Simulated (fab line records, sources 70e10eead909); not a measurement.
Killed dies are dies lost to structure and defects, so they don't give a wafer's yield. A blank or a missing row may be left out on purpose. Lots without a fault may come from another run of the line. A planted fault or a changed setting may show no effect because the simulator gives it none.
A struck lot beside a sound one | flow nand_harc | 16 steps out of a route of 1302
Sound: wafers L289.1, L289.3, L289.5. Struck: wafers L292.3, L292.4, L292.6. The cause comes at the end.
At each step with rows: each side's tool, then ch and its chambers, then its first start. Under that, the readings that differ: sound wafers | struck wafers | difference of the means | sigmas: that difference in standard deviations of wafers without a fault.
alike: readings whose means differ by less than 2 such deviations, and words and numbers that are the same on both sides. not compared: withheld readings, readings that some wafer has no value for, bounds like >300 that may hide the same value, and numbers for which the record gives no deviation and whose values overlap.
The two part at a step that has a row with sigmas, a row that says differs or no value, or rows on one side only. Numbers that don't overlap but have no deviation are shown without sigmas and don't part them. A reading that every wafer of one side lacks parts them only if that side has two wafers or more.

NHARC_A_DECK1_JOINT_INSPECT_05:
  sound on defect_inspect-01, day 17 10:13; struck on defect_inspect-02, day 18 16:47
  alike: raw_defect_count
then, 1 step without rows for these wafers: NHARC_A_ONON_D2_DEP_00 (target thk 1000 nm).
NHARC_A_ONON_D2_THK_MEAS_02: measures by ellipsometry.
  sound on film_metro-01, day 17 10:47; struck on film_metro-02, day 18 17:21
  alike: thk_nm
then, 1 step without rows for these wafers: NHARC_A_ONON_D2_DEP_03 (target thk 1000 nm).
NHARC_A_ONON_D2_THK_MEAS_05: measures by ellipsometry.
  sound on film_metro-02, day 17 11:22; struck on film_metro-02, day 18 17:55
  reading     | sound       | struck         | difference | sigmas
  thk_nm (nm) | 980 980 981 | 1021 1021 1022 | +41        | +3
then, 1 step without rows for these wafers: NHARC_A_ONON_D2_DEP_06 (target thk 1000 nm).
NHARC_A_ONON_D2_THK_MEAS_08: measures by ellipsometry.
  sound on film_metro-01, day 17 11:56; struck on film_metro-02, day 18 18:29
  alike: thk_nm
then, 1 step without rows for these wafers: NHARC_A_ONON_D2_DEP_09 (target thk 1000 nm).
NHARC_A_ONON_D2_THK_MEAS_11: measures by ellipsometry.
  sound on film_metro-02, day 17 12:30; struck on film_metro-02, day 18 19:02
  alike: thk_nm
then, 1 step without rows for these wafers: NHARC_A_ONON_D2_DEP_12 (target thk 1000 nm).
NHARC_A_ONON_D2_THK_MEAS_14: measures by ellipsometry.
  sound on film_metro-02, day 17 13:04; struck on film_metro-01, day 18 19:37
  alike: thk_nm
then, 1 step without rows for these wafers: NHARC_A_ONON_D2_ANNEAL_15 (time 3600 s).
NHARC_A_ONON_D2_DEP_16: target thk 1000 nm.
  sound on pecvd_onon-03 ch 0, day 17 19:30; struck on pecvd_onon-01 ch 0, day 19 02:58
NHARC_A_ONON_D2_THK_MEAS_18: measures by ellipsometry.
  sound on film_metro-02, day 17 20:01; struck on film_metro-01, day 19 03:22
  reading     | sound         | struck         | difference | sigmas
  thk_nm (nm) | 1000 1000 999 | 1108 1107 1107 | +108       | +14
then, 1 step without rows for these wafers: NHARC_A_ONON_D2_DEP_19 (target thk 1000 nm).
-- the record jumps here: 11 days lie between the struck wafers' starts before and after (it left off in module A_ONON_D2 and takes up again in module END, whose first step shown is number 1302 of the route) --
NHARC_END_SORT_01:
  the record has rows for the struck wafers here (prober-02 ch 0, day 30 14:32) and none for the sound ones

WHERE THEY PART
First at NHARC_A_ONON_D2_THK_MEAS_05; last, within this record, at NHARC_END_SORT_01.

WHY: what the simulator had put in
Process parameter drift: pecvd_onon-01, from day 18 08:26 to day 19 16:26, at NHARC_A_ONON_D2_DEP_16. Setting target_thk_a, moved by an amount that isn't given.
